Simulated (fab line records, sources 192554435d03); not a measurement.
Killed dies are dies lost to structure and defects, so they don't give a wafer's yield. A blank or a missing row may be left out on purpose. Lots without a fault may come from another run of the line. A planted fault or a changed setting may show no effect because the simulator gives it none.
A struck lot beside a sound one | flow n5_finfet | 23 steps out of a route of 1938
Sound: wafers L797.3, L797.4, L797.6. Struck: wafers L798.3, L798.4, L798.5. The cause comes at the end.
At each step with rows: each side's tool, then ch and its chambers, then its first start. Under that, the readings that differ: sound wafers | struck wafers | difference of the means | sigmas: that difference in standard deviations of wafers without a fault.
alike: readings whose means differ by less than 2 such deviations, and words and numbers that are the same on both sides. not compared: withheld readings, readings that some wafer has no value for, bounds like >300 that may hide the same value, and numbers for which the record gives no deviation and whose values overlap.
The two part at a step that has a row with sigmas, a row that says differs or no value, or rows on one side only. Numbers that don't overlap but have no deviation are shown without sigmas and don't part them. A reading that every wafer of one side lacks parts them only if that side has two wafers or more.

first, 8 steps without rows for these wafers: N5_BEOL_M11_CVD_75 (deposits Co from CCTBA/H2, target thk 2 nm, time 138.9 s); N5_BEOL_M11_SPUTTER_48 (material Cu, target thk 12 nm, time 2 s); N5_BEOL_M11_ECD_50 (material Cu, target thk 318 nm); N5_BEOL_M11_ANNEAL_51 (time 90 s); N5_BEOL_M11_CMP_52 (polishes, stops on SiCOH lowk, t overpolish 7 s, target thk 140 nm); N5_BEOL_M11_PRE_CLEAN_55 (time 15 s); N5_BEOL_M11_DEP_56 (deposits SiCN from 3MS/NH3, target thk 30 nm, time 10.5 s); N5_BEOL_M12_ILD_DEP_00 (deposits SiOC from DEMS/O2, target thk 658.92 nm, time 130.7 s).
N5_BEOL_M12_COAT_58: time 60 s, resist thk 89 nm.
  sound on litho_track-02 ch 0, day 14 04:50; struck on litho_track-02 ch 0, day 14 23:05
  reading                                    | sound                | struck               | difference | sigmas
  spin_speed_rpm (rpm)                       | 1501.2 1501.5 1501.3 | 1232.3 1232.3 1230.6 | -269.6     | -99 or more
  model.BARC_of_BEOL_M12_COAT_58.thk_nm (nm) | 88.8 89.2 89         | 98.6 98.2 98.4       | +9.4       |
  alike: resist_line_temp_C
then, 8 steps without rows for these wafers: N5_BEOL_M12_COAT_04 (resist thk 400 nm); N5_BEOL_M12_EBR_06; N5_BEOL_M12_SOFTBAKE_05 (time 60 s); N5_BEOL_M12_EXPOSE_07 (exposes mask V11); N5_BEOL_M12_PEB_08 (peb time 90 s); N5_BEOL_M12_DEVELOP_09 (develop time 45 s); N5_BEOL_M12_HARDBAKE_14 (time 120 s); N5_BEOL_M12_DESCUM_15 (chemistry O2, time 7.9 s).
N5_BEOL_M12_ETCH_59: etches BARC in N2/H2, target depth 89 nm, overetch 26.7 nm, time 67.9 s.
  sound on rie_diel-02 ch 0,1,2, day 14 05:21; struck on rie_diel-04 ch 0,1,2, day 14 23:31
  reading                  | sound            | struck            | difference | sigmas
  model.etch.depth_nm (nm) | 88.87 89.2 89.01 | 98.59 98.11 98.39 | +9.34      |
  alike: drypump_motor_current_A, oes_product_au, rf_fwd_power_W, rf_vpp_V, showerhead_plenum_p_Torr, throttle_valve_pct
  not compared: rf_hours_counter_h
then, 2 steps without rows for these wafers: N5_BEOL_M12_VIA_ETCH_16 (etches SiOC in C4F8/O2/Ar, target depth 724.8 nm); N5_BEOL_M12_STRIP_63 (strips in N2/H2).
N5_BEOL_M12_STRIP_64: strips in N2/H2.
  sound on plasma_asher-01 ch 0,1, day 14 05:41; struck on plasma_asher-02 ch 0,1, day 14 23:50
  reading                      | sound             | struck            | difference | sigmas
  strip_time_to_endpoint_s (s) | 31.28 31.36 31.31 | 34.03 33.89 33.96 | +2.64      | +34
  alike: drypump_motor_current_A, heater_power_w, oes_product_au
  not compared: rf_hours_counter_h
then, 1 step without rows for these wafers: N5_BEOL_M12_STRIP_71 (strips in post etch residue remover, time 60 s).
N5_PASSIVATION_PROBE_49:
  the record has rows for the struck wafers here (prober-01, day 16 14:31) and none for the sound ones

WHERE THEY PART
First at N5_BEOL_M12_COAT_58; last, within this record, at N5_PASSIVATION_PROBE_49.

WHY: what the simulator had put in
Process parameter drift: litho_track-02, from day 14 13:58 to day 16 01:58, at N5_BEOL_M12_COAT_58. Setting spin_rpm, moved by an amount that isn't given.
